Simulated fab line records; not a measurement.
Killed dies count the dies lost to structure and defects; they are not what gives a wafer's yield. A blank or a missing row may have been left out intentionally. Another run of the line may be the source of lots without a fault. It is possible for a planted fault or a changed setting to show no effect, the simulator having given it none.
Matching of chambers | flow nand_harc | NHARC_P_M0_DEP_32 on pecvd-04: 3 sister chambers
The step deposits SiCN, target thk 30 nm. 6 wafers are shown with their chamber, then 10 later ones without.

EACH WAFER AND ITS CHAMBER
wafer  | chamber | showerhead_vpp_V (V) | heater_power_w (W)
L086.4 | 2       | 1323                 | 556
L087.3 | 2       | 1331                 | 528
L087.4 | 1       | 1305                 | 439
L087.6 | 0       | 1439                 | 576
L090.2 | 1       | 1310                 | 475
L090.3 | 0       | 1454                 | 559

WAFERS MISSING THEIR CHAMBER
wafer  | showerhead_vpp_V (V) | heater_power_w (W)
L090.5 | 1442                 | 562
L091.3 | 1316                 | 457
L091.4 | 1359                 | 588
L091.6 | 1320                 | 437
L092.4 | 1319                 | 510
L092.5 | 1445                 | 552
L092.6 | 1312                 | 434
L093.4 | 1313                 | 413
L093.5 | 1468                 | 514
L093.6 | 1341                 | 556

WHICH CHAMBER EACH WENT THROUGH
wafer  | from the rows above     | in truth
L090.5 | 0                       | 0
L091.3 | 1                       | 1
L091.4 | 2                       | 2
L091.6 | 1                       | 1
L092.4 | can't be placed: 2 or 1 | 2
L092.5 | 0                       | 0
L092.6 | 1                       | 1
L093.4 | 1                       | 1
L093.5 | 0                       | 0
L093.6 | 2                       | 2
Placed correctly: 9 of 10. Cannot be placed on the basis of these rows: 1; the candidates contain the true chamber in 1. Number placed wrongly: 0.
How it was worked out, from the rows above alone: a wafer's distance from a chamber is the root of the sum, over the readings, of the square of ((its reading less the chamber's mean) divided by the reading's scatter). The wafer belongs to the nearest chamber; if the next one is less than 2 further off, it can't be placed. A chamber's mean is the mean of its shown wafers. The scatter is the square root of a quotient: the sum, over the shown wafers, of each reading's squared deviation from its chamber's mean, divided by wafers minus chambers.
